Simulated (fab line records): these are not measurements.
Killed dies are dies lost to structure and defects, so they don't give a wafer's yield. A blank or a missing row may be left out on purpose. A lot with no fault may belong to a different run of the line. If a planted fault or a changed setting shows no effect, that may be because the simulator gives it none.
Chamber matching | flow n5-finfet | N5_SDB_ALD_29 on ald-sin-04 has 4 sister chambers
The step deposits SiNx, target thk 30 nm, pulse time 1 s, ald cycles 600. 8 wafers are shown with their chamber, then 12 later ones without.

WAFERS PAIRED WITH THEIR CHAMBERS
wafer  | chamber | heater-power-w (W) | precursor-pulse-height-rel
L087.2 | 2       | 854                | 0.980
L087.6 | 0       | 895                | 1.008
L089.1 | 0       | 903                | 0.961
L089.2 | 1       | 850                | 1.017
L089.4 | 3       | 912                | 0.978
L090.3 | 1       | 865                | 1.005
L090.4 | 2       | 848                | 0.959
L090.5 | 3       | 903                | 0.986

WAFERS WHOSE CHAMBER IS MISSING
wafer  | heater-power-w (W) | precursor-pulse-height-rel
L092.3 | 829                | 0.988
L092.4 | 913                | 1.024
L092.5 | 911                | 0.984
L093.1 | 892                | 1.022
L093.4 | 861                | 0.984
L093.6 | 850                | 0.995
L096.1 | 846                | 0.977
L096.2 | 886                | 1.011
L096.3 | 879                | 1.031
L096.4 | 906                | 1.032
L096.5 | 862                | 1.017
L096.6 | 873                | 1.016

EACH ONE'S CHAMBER
wafer  | from the rows above               | in truth
L092.3 | can't be placed: 2 or 1           | 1
L092.4 | can't be placed: 3 or 0           | 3
L092.5 | can't be placed: 3 or 0           | 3
L093.1 | can't be placed: 0 or 3           | 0
L093.4 | can't be placed: 1 or 2           | 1
L093.6 | can't be placed: 1 or 2           | 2
L096.1 | can't be placed: 2 or 1           | 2
L096.2 | can't be placed: 0 or 3 or 1      | 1
L096.3 | can't be placed: 1 or 0 or 3 or 2 | 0
L096.4 | can't be placed: 3 or 0           | 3
L096.5 | 1                                 | 1
L096.6 | can't be placed: 1 or 2 or 0      | 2
Placed correctly: 1 of 12. Unplaceable from these rows: 11, with the true chamber sitting among the candidates in 11. Placed wrongly: 0.
How it was worked out, from the rows above alone: a wafer's distance from a chamber is the root of the sum, over the readings, of the square of ((its reading less the chamber's mean) divided by the reading's scatter). If the next closest chamber is less than 2 further off than the closest, the wafer can't be placed; otherwise it belongs to the closest. For every chamber, the mean is computed from those of its wafers that are shown. The scatter is the square root of a quotient: the sum, over the shown wafers, of each reading's squared deviation from its chamber's mean, divided by wafers minus chambers.
